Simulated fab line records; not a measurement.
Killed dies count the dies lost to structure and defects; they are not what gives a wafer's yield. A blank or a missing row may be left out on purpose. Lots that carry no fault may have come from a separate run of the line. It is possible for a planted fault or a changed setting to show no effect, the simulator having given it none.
Split-lot study || flow n5Finfet || 39 wafers read from 7 lots, route of 1938 steps

THE SPLIT ITSELF
At N5_ZERO_LAYER_PECVD_02 (deposits SiO2 from SiH4/N2O, target thk 10 nm, time 6 s), the setting timeS was moved away from the recipe's 6 s on 18 of the 39 wafers read, by -30.3% to +50.4%. For the rest of the wafers, this setting stayed at what the recipe calls for.

The reading is taken at the split's own step.

THE READING
SiO2_of_ZERO_LAYER_PECVD_02.thkNm (the simulator's own value, which no gauge read), in nm, at N5_ZERO_LAYER_PECVD_02 (deposits SiO2 from SiH4/N2O, target thk 10 nm, time 6 s). There is no usual value for it anywhere in the file. Here, 21 wafers ran the recipe; their average is 9.974 nm with a standard deviation of 0.14 nm.

{"wafer": "L074.2", "tool, chamber at the split": "pecvd-01, 2", "timeS as run, s": 6, "against the recipe": "recipe", "SiO2_of_ZERO_LAYER_PECVD_02.thkNm, nm": 9.593, "against lot-mates on the recipe": "-"}
{"wafer": "L074.4", "tool, chamber at the split": "pecvd-01, 2", "timeS as run, s": 6, "against the recipe": "recipe", "SiO2_of_ZERO_LAYER_PECVD_02.thkNm, nm": 9.85, "against lot-mates on the recipe": "-"}
{"wafer": "L074.6", "tool, chamber at the split": "pecvd-01, 1", "timeS as run, s": 6, "against the recipe": "recipe", "SiO2_of_ZERO_LAYER_PECVD_02.thkNm, nm": 9.997, "against lot-mates on the recipe": "-"}
{"wafer": "L076.1", "tool, chamber at the split": "pecvd-04, 0", "timeS as run, s": 7.322, "against the recipe": "+22.0%", "SiO2_of_ZERO_LAYER_PECVD_02.thkNm, nm": 12.1, "against lot-mates on the recipe": "+2.053"}
{"wafer": "L076.2", "tool, chamber at the split": "pecvd-04, 2", "timeS as run, s": 7.322, "against the recipe": "+22.0%", "SiO2_of_ZERO_LAYER_PECVD_02.thkNm, nm": 12.18, "against lot-mates on the recipe": "+2.133"}
{"wafer": "L076.3", "tool, chamber at the split": "pecvd-04, 1", "timeS as run, s": 7.322, "against the recipe": "+22.0%", "SiO2_of_ZERO_LAYER_PECVD_02.thkNm, nm": 11.98, "against lot-mates on the recipe": "+1.933"}
{"wafer": "L076.4", "tool, chamber at the split": "pecvd-04, 0,1", "timeS as run, s": 6, "against the recipe": "recipe", "SiO2_of_ZERO_LAYER_PECVD_02.thkNm, nm": 10.03, "against lot-mates on the recipe": "-"}
{"wafer": "L076.5", "tool, chamber at the split": "pecvd-04, 0,1", "timeS as run, s": 6, "against the recipe": "recipe", "SiO2_of_ZERO_LAYER_PECVD_02.thkNm, nm": 10.03, "against lot-mates on the recipe": "-"}
{"wafer": "L076.6", "tool, chamber at the split": "pecvd-04, 2", "timeS as run, s": 6, "against the recipe": "recipe", "SiO2_of_ZERO_LAYER_PECVD_02.thkNm, nm": 10.08, "against lot-mates on the recipe": "-"}
{"wafer": "L086.1", "tool, chamber at the split": "pecvd-01, 0", "timeS as run, s": 8.077, "against the recipe": "+34.6%", "SiO2_of_ZERO_LAYER_PECVD_02.thkNm, nm": 13.41, "against lot-mates on the recipe": "+3.360"}
{"wafer": "L086.2", "tool, chamber at the split": "pecvd-01, 2", "timeS as run, s": 8.077, "against the recipe": "+34.6%", "SiO2_of_ZERO_LAYER_PECVD_02.thkNm, nm": 13.24, "against lot-mates on the recipe": "+3.190"}
{"wafer": "L086.3", "tool, chamber at the split": "pecvd-01, 1", "timeS as run, s": 8.077, "against the recipe": "+34.6%", "SiO2_of_ZERO_LAYER_PECVD_02.thkNm, nm": 13.25, "against lot-mates on the recipe": "+3.200"}
{"wafer": "L086.4", "tool, chamber at the split": "pecvd-01, 2", "timeS as run, s": 6, "against the recipe": "recipe", "SiO2_of_ZERO_LAYER_PECVD_02.thkNm, nm": 9.84, "against lot-mates on the recipe": "-"}
{"wafer": "L086.5", "tool, chamber at the split": "pecvd-01, 1", "timeS as run, s": 6, "against the recipe": "recipe", "SiO2_of_ZERO_LAYER_PECVD_02.thkNm, nm": 10.18, "against lot-mates on the recipe": "-"}
{"wafer": "L086.6", "tool, chamber at the split": "pecvd-01, 0", "timeS as run, s": 6, "against the recipe": "recipe", "SiO2_of_ZERO_LAYER_PECVD_02.thkNm, nm": 10.13, "against lot-mates on the recipe": "-"}
{"wafer": "L090.1", "tool, chamber at the split": "pecvd-04, 0", "timeS as run, s": 4.872, "against the recipe": "-18.8%", "SiO2_of_ZERO_LAYER_PECVD_02.thkNm, nm": 8.01, "against lot-mates on the recipe": -2.038}
{"wafer": "L090.2", "tool, chamber at the split": "pecvd-04, 2", "timeS as run, s": 4.872, "against the recipe": "-18.8%", "SiO2_of_ZERO_LAYER_PECVD_02.thkNm, nm": 8.063, "against lot-mates on the recipe": -1.985}
{"wafer": "L090.3", "tool, chamber at the split": "pecvd-04, 1", "timeS as run, s": 6, "against the recipe": "recipe", "SiO2_of_ZERO_LAYER_PECVD_02.thkNm, nm": 9.895, "against lot-mates on the recipe": "-"}
{"wafer": "L090.4", "tool, chamber at the split": "pecvd-04, 1", "timeS as run, s": 4.872, "against the recipe": "-18.8%", "SiO2_of_ZERO_LAYER_PECVD_02.thkNm, nm": 8.076, "against lot-mates on the recipe": -1.972}
{"wafer": "L090.5", "tool, chamber at the split": "pecvd-04, 2", "timeS as run, s": 6, "against the recipe": "recipe", "SiO2_of_ZERO_LAYER_PECVD_02.thkNm, nm": 10.14, "against lot-mates on the recipe": "-"}
{"wafer": "L090.6", "tool, chamber at the split": "pecvd-04, 0", "timeS as run, s": 6, "against the recipe": "recipe", "SiO2_of_ZERO_LAYER_PECVD_02.thkNm, nm": 10.11, "against lot-mates on the recipe": "-"}
{"wafer": "L092.1", "tool, chamber at the split": "pecvd-02, 1", "timeS as run, s": 9.023, "against the recipe": "+50.4%", "SiO2_of_ZERO_LAYER_PECVD_02.thkNm, nm": 14.82, "against lot-mates on the recipe": "+4.740"}
{"wafer": "L092.2", "tool, chamber at the split": "pecvd-02, 0", "timeS as run, s": 9.023, "against the recipe": "+50.4%", "SiO2_of_ZERO_LAYER_PECVD_02.thkNm, nm": 14.93, "against lot-mates on the recipe": "+4.850"}
{"wafer": "L092.3", "tool, chamber at the split": "pecvd-02, 0", "timeS as run, s": 6, "against the recipe": "recipe", "SiO2_of_ZERO_LAYER_PECVD_02.thkNm, nm": 10.07, "against lot-mates on the recipe": "-"}
{"wafer": "L092.4", "tool, chamber at the split": "pecvd-02, 1", "timeS as run, s": 6, "against the recipe": "recipe", "SiO2_of_ZERO_LAYER_PECVD_02.thkNm, nm": 10.02, "against lot-mates on the recipe": "-"}
{"wafer": "L092.5", "tool, chamber at the split": "pecvd-02, 0", "timeS as run, s": 6, "against the recipe": "recipe", "SiO2_of_ZERO_LAYER_PECVD_02.thkNm, nm": 10.15, "against lot-mates on the recipe": "-"}
{"wafer": "L092.6", "tool, chamber at the split": "pecvd-02, 1", "timeS as run, s": 9.023, "against the recipe": "+50.4%", "SiO2_of_ZERO_LAYER_PECVD_02.thkNm, nm": 15.2, "against lot-mates on the recipe": "+5.120"}
{"wafer": "L093.1", "tool, chamber at the split": "pecvd-04, 1", "timeS as run, s": 6, "against the recipe": "recipe", "SiO2_of_ZERO_LAYER_PECVD_02.thkNm, nm": 9.848, "against lot-mates on the recipe": "-"}
{"wafer": "L093.2", "tool, chamber at the split": "pecvd-04, 0", "timeS as run, s": 6, "against the recipe": "recipe", "SiO2_of_ZERO_LAYER_PECVD_02.thkNm, nm": 9.807, "against lot-mates on the recipe": "-"}
{"wafer": "L093.3", "tool, chamber at the split": "pecvd-04, 2", "timeS as run, s": 4.183, "against the recipe": "-30.3%", "SiO2_of_ZERO_LAYER_PECVD_02.thkNm, nm": 6.853, "against lot-mates on the recipe": -2.983}
{"wafer": "L093.4", "tool, chamber at the split": "pecvd-04, 0", "timeS as run, s": 6, "against the recipe": "recipe", "SiO2_of_ZERO_LAYER_PECVD_02.thkNm, nm": 9.853, "against lot-mates on the recipe": "-"}
{"wafer": "L093.5", "tool, chamber at the split": "pecvd-04, 2", "timeS as run, s": 4.183, "against the recipe": "-30.3%", "SiO2_of_ZERO_LAYER_PECVD_02.thkNm, nm": 7.094, "against lot-mates on the recipe": -2.742}
{"wafer": "L093.6", "tool, chamber at the split": "pecvd-04, 1", "timeS as run, s": 4.183, "against the recipe": "-30.3%", "SiO2_of_ZERO_LAYER_PECVD_02.thkNm, nm": 6.963, "against lot-mates on the recipe": -2.873}
{"wafer": "L096.1", "tool, chamber at the split": "pecvd-02, 0", "timeS as run, s": 6, "against the recipe": "recipe", "SiO2_of_ZERO_LAYER_PECVD_02.thkNm, nm": 10, "against lot-mates on the recipe": "-"}
{"wafer": "L096.2", "tool, chamber at the split": "pecvd-02, 2", "timeS as run, s": 8.427, "against the recipe": "+40.4%", "SiO2_of_ZERO_LAYER_PECVD_02.thkNm, nm": 13.74, "against lot-mates on the recipe": "+3.797"}
{"wafer": "L096.3", "tool, chamber at the split": "pecvd-02, 1", "timeS as run, s": 6, "against the recipe": "recipe", "SiO2_of_ZERO_LAYER_PECVD_02.thkNm, nm": 9.914, "against lot-mates on the recipe": "-"}
{"wafer": "L096.4", "tool, chamber at the split": "pecvd-02, 1", "timeS as run, s": 6, "against the recipe": "recipe", "SiO2_of_ZERO_LAYER_PECVD_02.thkNm, nm": 9.916, "against lot-mates on the recipe": "-"}
{"wafer": "L096.5", "tool, chamber at the split": "pecvd-02, 2", "timeS as run, s": 8.427, "against the recipe": "+40.4%", "SiO2_of_ZERO_LAYER_PECVD_02.thkNm, nm": 14.07, "against lot-mates on the recipe": "+4.127"}
{"wafer": "L096.6", "tool, chamber at the split": "pecvd-02, 0", "timeS as run, s": 8.427, "against the recipe": "+40.4%", "SiO2_of_ZERO_LAYER_PECVD_02.thkNm, nm": 14.22, "against lot-mates on the recipe": "+4.277"}
If several chambers appear in one row, that row covers several wafers at once and the file leaves open which wafer was in which chamber.

THE FIT
A straight line over all 39 wafers: SiO2_of_ZERO_LAYER_PECVD_02.thkNm changes by +0.099 nm for each +1% of timeS; r = +1.00; the points scatter about the line by 0.14 nm.
The same after taking each lot's own level away (the mean of its wafers on the recipe; 39 wafers): +0.0975 nm for each +1%; r = +1.00; scatter 0.14 nm.
On that fit, the largest move of timeS shifts the reading by 4.9 nm.
From 9.8133 to 10.0800 nm: that is the span of the lots' own levels, equal to 1.9 times the standard deviation above.
Consequently the slope shifts little with the lot-to-lot level, the two slopes agreeing.
Check: for one of the wafers moved furthest among these (+50.4%), held out of the fit, the line's prediction against its lot-mates is +4.92 nm. Against them it came out at +4.74 nm.

FILE'S OWN FIT
SiO2_of_ZERO_LAYER_PECVD_02.thkNm changes by +0.0973 nm for each +1% of timeS, r = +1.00.
